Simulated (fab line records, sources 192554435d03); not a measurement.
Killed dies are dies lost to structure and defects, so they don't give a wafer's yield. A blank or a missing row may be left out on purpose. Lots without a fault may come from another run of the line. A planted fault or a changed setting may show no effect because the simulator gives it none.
Which tool did it? | flow n5_finfet | 11 lots, 29 wafers sampled, at 5 steps of a route of 1938

WHAT THE GAUGES READ, wafer by wafer
N5_FIN_SAQP_THK_MEAS_07. Usual: thk_nm 60.1 nm, standard deviation 0.91.
lot  | measured    | on            | thk_nm (nm)    | flag
L204 | day 1 21:54 | film_metro-02 | 60.2 60.4 61.7 |
L205 | day 2 02:50 | film_metro-02 | 59.9 61.0 60.9 |
L207 | day 2 14:53 | film_metro-01 | 60.4 61.5      |
L208 | day 2 21:28 | film_metro-01 | 58.9 60.2 61.5 |
L209 | day 3 03:17 | film_metro-02 | 60.2 59.9 60.6 |
L212 | day 3 21:47 | film_metro-01 | 60.0 60.3 60.0 |
L213 | day 4 03:29 | film_metro-02 | 59.5 60.2      |
L216 | day 4 21:41 | film_metro-02 | 60.1 60.2 60.4 |
L219 | day 5 15:11 | film_metro-01 | 59.7 60.5 60.7 |
L220 | day 5 21:28 | film_metro-02 | 59.8 59.4      |
L223 | day 6 16:57 | film_metro-01 | 60.4 60.8      |

N5_BEOL_M4_RC_MEAS_101. Usual: DIBL_N 35.9 mV/V, standard deviation 1.6; DIBL_P 35.6 mV/V, standard deviation 2.1; IOFF_N 0.149 nA/um, standard deviation 0.029; IOFF_P 0.20 nA/um, standard deviation 0.033; ION_N 671 uA/um, standard deviation 11; ION_P 460 uA/um, standard deviation 7.3; SS_N 71.4 mV/dec, standard deviation 0.62; SS_P 73.2 mV/dec, standard deviation 0.65; VT_N 251 mV, standard deviation 3.1; VT_P -251 mV, standard deviation 3.4.
lot  | measured     | on        | DIBL_N (mV/V)  | DIBL_P (mV/V)  | IOFF_N (nA/um)    | IOFF_P (nA/um) | ION_N (uA/um) | ION_P (uA/um) | SS_N (mV/dec)  | SS_P (mV/dec)  | VT_N (mV)   | VT_P (mV)      | flag
L204 | day 7 21:37  | prober-02 | 35.4 34.5 34.0 | 33.8 34.4 34.4 | 0.133 0.124 0.116 | 0.15 0.15 0.16 | 662 656 655   | 445 451 453   | 70.8 70.5 69.8 | 72.5 72.7 72.6 | 251 254 254 | -258 -256 -257 |
L205 | day 7 22:20  | prober-01 | 36.1 36.0 34.9 | 35.7 36.3 33.9 | 0.154 0.150 0.130 | 0.20 0.22 0.18 | 668 666 672   | 459 460 459   | 71.1 71.1 70.7 | 73.1 73.1 73.0 | 253 252 253 | -249 -248 -252 |
L207 | day 8 14:39  | prober-02 | 35.5 34.7      | 36.8 35.0      | 0.138 0.136       | 0.18 0.16      | 668 668       | 454 452       | 71.2 71.5      | 73.5 72.3      | 251 253     | -256 -256      |
L208 | day 9 00:58  | prober-02 | 34.9 32.3 33.7 | 35.5 33.0 34.1 | 0.133 0.114 0.122 | 0.19 0.16 0.18 | 665 669 667   | 451 456 464   | 71.9 70.5 70.7 | 72.9 73.0 72.4 | 252 254 252 | -251 -253 -254 |
L209 | day 9 07:43  | prober-02 | 35.4 34.4 36.6 | 33.4 31.4 34.7 | 0.133 0.114 0.152 | 0.18 0.15 0.19 | 668 664 677   | 459 456 459   | 70.8 71.0 71.3 | 72.8 72.5 73.8 | 251 254 250 | -251 -254 -251 |
L212 | day 9 17:02  | prober-01 | 36.0 36.4 36.3 | 38.9 37.9 38.7 | 0.162 0.158 0.175 | 0.24 0.22 0.24 | 676 681 704   | 477 468 480   | 70.3 71.3 71.8 | 73.6 73.6 73.8 | 250 248 248 | -247 -248 -245 |
L213 | day 10 06:55 | prober-01 | 32.7 35.6      | 32.2 35.6      | 0.106 0.159       | 0.16 0.21      | 651 677       | 456 472       | 70.9 70.7      | 72.7 73.2      | 256 247     | -254 -247      |
L216 | day 10 17:42 | prober-02 | 37.6 37.4 33.8 | 37.5 37.5 32.5 | 0.173 0.169 0.115 | 0.20 0.19 0.14 | 676 675 655   | 456 458 450   | 71.4 71.1 70.4 | 73.9 73.7 72.9 | 248 248 251 | -255 -254 -256 |
L219 | day 11 17:20 | prober-01 | 37.1 37.1 37.4 | 35.7 36.3 37.6 | 0.152 0.158 0.155 | 0.18 0.19 0.20 | 673 670 677   | 462 464 460   | 71.7 72.0 72.0 | 73.0 73.3 73.9 | 252 250 251 | -253 -253 -250 |
L220 | day 11 18:13 | prober-02 | 37.8 35.8      | 36.3 34.2      | 0.148 0.125       | 0.20 0.17      | 673 663       | 454 459       | 71.1 71.1      | 73.7 73.1      | 251 254     | -251 -252      |
L223 | day 12 17:19 | prober-02 | 34.2 35.3      | 32.9 34.5      | 0.123 0.137       | 0.18 0.19      | 653 656       | 455 454       | 71.3 71.7      | 72.2 72.8      | 254 253     | -251 -250      |

WHICH TOOL RAN EACH LOT (tool, then ch and the chambers of the sampled wafers, then the start)
lot  | N5_FIN_SAQP_PECVD_48           | N5_FIN_SAQP_COAT_49              | N5_FIN_SAQP_ETCH_52
L204 | pecvd-03 ch 0,1,2, day 1 21:46 | litho_track-02 ch 0, day 1 22:02 | rie_diel-05 ch 0,1, day 1 22:36
L205 | pecvd-01 ch 0,1, day 2 02:43   | litho_track-05 ch 0, day 2 02:57 | rie_diel-02 ch 2,3, day 2 03:31
L207 | pecvd-01 ch 1,2, day 2 14:46   | litho_track-01 ch 0, day 2 15:02 | rie_diel-06 ch 0,1, day 2 15:35
L208 | pecvd-03 ch 1,2, day 2 21:20   | litho_track-01 ch 0, day 2 21:35 | rie_diel-06 ch 1,2, day 2 22:01
L209 | pecvd-03 ch 0,1, day 3 03:10   | litho_track-02 ch 0, day 3 03:24 | rie_diel-02 ch 1,2,3, day 3 03:50
L212 | pecvd-03 ch 0,1,2, day 3 21:40 | litho_track-02 ch 0, day 3 21:55 | rie_diel-05 ch 0,1,2, day 3 22:22
L213 | pecvd-02 ch 1,2, day 4 03:22   | litho_track-05 ch 0, day 4 03:38 | rie_diel-02 ch 0,2, day 4 04:11
L216 | pecvd-01 ch 0,2, day 4 21:30   | litho_track-02 ch 0, day 4 21:49 | rie_diel-06 ch 1,3, day 4 22:20
L219 | pecvd-02 ch 0,1,2, day 5 15:03 | litho_track-02 ch 0, day 5 15:17 | rie_diel-06 ch 2,3, day 5 15:56
L220 | pecvd-02 ch 0,1, day 5 21:22   | litho_track-02 ch 0, day 5 21:35 | rie_diel-02 ch 0,1, day 5 22:04
L223 | pecvd-01 ch 1, day 6 16:41     | litho_track-02 ch 0, day 6 17:04 | rie_diel-05 ch 0,1, day 6 17:32
- N5_FIN_SAQP_PECVD_48: deposits SiNx from SiH4/NH3/N2, target thk 25 nm, time 22.1 s.
- N5_FIN_SAQP_COAT_49: time 60 s, resist thk 100 nm.
- N5_FIN_SAQP_ETCH_52: etches SOC in N2/H2, target depth 100 nm, overetch 20 nm, time 150 s.

WHAT THE TOOLS THEMSELVES READ (means of the sampled wafers that have a number; where no wafer has one, the mark that the record gives instead)
N5_FIN_SAQP_PECVD_48. Usual: heater_power_w 760 W, standard deviation 84; showerhead_plenum_p_Torr 5.11 Torr, standard deviation 0.034; throttle_valve_pct 39.2 %, standard deviation 2.8.
lot  | tool     | heater_power_w (W) | showerhead_plenum_p_Torr (Torr) | throttle_valve_pct (%) | flag
L204 | pecvd-03 | 786                | 5.10                            | 38.5                   |
L205 | pecvd-01 | 816                | 5.09                            | 42.4                   |
L207 | pecvd-01 | 759                | 5.14                            | 41.5                   |
L208 | pecvd-03 | 819                | 5.09                            | 37.7                   |
L209 | pecvd-03 | 799                | 5.11                            | 38.4                   |
L212 | pecvd-03 | 767                | 5.10                            | 38.5                   |
L213 | pecvd-02 | 692                | 5.11                            | 39.0                   |
L216 | pecvd-01 | 797                | 5.11                            | 36.5                   |
L219 | pecvd-02 | 761                | 5.11                            | 39.0                   |
L220 | pecvd-02 | 745                | 5.12                            | 40.3                   |
L223 | pecvd-01 | 783                | 5.08                            | 45.8                   |

N5_FIN_SAQP_COAT_49. Usual: heater_power_total_W 500.5 W, standard deviation 1.8; run_length_s 66.26 s, standard deviation 0.2.
lot  | tool           | heater_power_total_W (W) | run_length_s (s) | flag
L204 | litho_track-02 | 501.8                    | 66.33            |
L205 | litho_track-05 | 500.0                    | 65.93            |
L207 | litho_track-01 | 500.7                    | 66.35            |
L208 | litho_track-01 | 502.0                    | 66.19            |
L209 | litho_track-02 | 499.9                    | 66.37            |
L212 | litho_track-02 | 502.3                    | 66.39            |
L213 | litho_track-05 | 502.1                    | 65.83            |
L216 | litho_track-02 | 500.8                    | 66.45            |
L219 | litho_track-02 | 509.8                    | 64.71            | OFF
L220 | litho_track-02 | 513.5                    | 63.87            | OFF
L223 | litho_track-02 | 527.6                    | 61.57            | OFF

N5_FIN_SAQP_ETCH_52. Usual: drypump_motor_current_A 5.7 A, standard deviation 0.49; n2_flow_sccm 200.1 sccm, standard deviation 0.58; oes_product_au 0.71 a.u., standard deviation 0.054; rf_vpp_V 525.4 V, standard deviation 1.9; showerhead_plenum_p_Torr 2.60 Torr, standard deviation 0.059; throttle_valve_pct 17.85 %, standard deviation 0.2.
lot  | tool        | drypump_motor_current_A (A) | n2_flow_sccm (sccm) | oes_product_au (a.u.) | rf_vpp_V (V) | showerhead_plenum_p_Torr (Torr) | throttle_valve_pct (%) | flag
L204 | rie_diel-05 | 6.0                         | 200.2               | 0.79                  | 525.8        | 2.58                            | 17.84                  |
L205 | rie_diel-02 | 5.6                         | 200.0               | 0.71                  | 524.3        | 2.56                            | 18.09                  |
L207 | rie_diel-06 | 6.1                         | 200.3               | 0.66                  | 525.1        | 2.59                            | 17.97                  |
L208 | rie_diel-06 | 5.6                         | 200.3               | 0.68                  | 527.4        | 2.62                            | 17.74                  |
L209 | rie_diel-02 | 5.8                         | 200.2               | 0.68                  | 523.8        | 2.55                            | 17.96                  |
L212 | rie_diel-05 | 5.5                         | 199.3               | 0.73                  | 525.6        | 2.60                            | 17.77                  |
L213 | rie_diel-02 | 5.8                         | 199.5               | 0.73                  | 526.5        | 2.63                            | 18.02                  |
L216 | rie_diel-06 | 5.7                         | 200.6               | 0.68                  | 526.0        | 2.61                            | 17.80                  |
L219 | rie_diel-06 | 5.6                         | 200.5               | 0.75                  | 524.1        | 2.57                            | 17.83                  |
L220 | rie_diel-02 | 6.4                         | 200.4               | 0.72                  | 526.6        | 2.62                            | 17.82                  |
L223 | rie_diel-05 | 5.8                         | 200.3               | 0.73                  | 523.8        | 2.56                            | 17.89                  |

THE ANSWER, worked out from the rows above alone
Rule: a lot is off if the mean of its wafers that have a number lies more than 3 standard deviations from the usual mean. A lot without any number at a reading at which 4 lots or more have one is off too. The other lots that the step has rows for count as sound. The gauges are gone through in route order, then the tools' own readings, and for those a lot's mean is taken as printed above. The first step at which some lot is off is used, and at that step the reading that is off furthest; a lot without a number counts as furthest.
Off: L219, L220, L223, at N5_FIN_SAQP_COAT_49 (run_length_s).
A tool fits if, at that step or a process step before it, it ran every lot that is off, and no sound lot after the first of them. One fits: litho_track-02 at N5_FIN_SAQP_COAT_49. Its last sound lot is L216 (day 4 21:49), its first lot that is off L219 (day 5 15:17): a fault that began between those two fits.
The tool's own readings at N5_FIN_SAQP_COAT_49 bear it out: on the lots that are off they differ by more than 5 times the standard deviation of the sound lots' means. heater_power_total_W reads 517.0 W there against 501.2 W on the sound lots; run_length_s reads 63.38 s there against 66.23 s on the sound lots.

WHAT THE SIMULATOR HAD PUT IN
Process parameter drift: litho_track-02, from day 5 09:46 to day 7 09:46, at N5_FIN_SAQP_COAT_49. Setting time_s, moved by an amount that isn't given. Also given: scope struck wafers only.
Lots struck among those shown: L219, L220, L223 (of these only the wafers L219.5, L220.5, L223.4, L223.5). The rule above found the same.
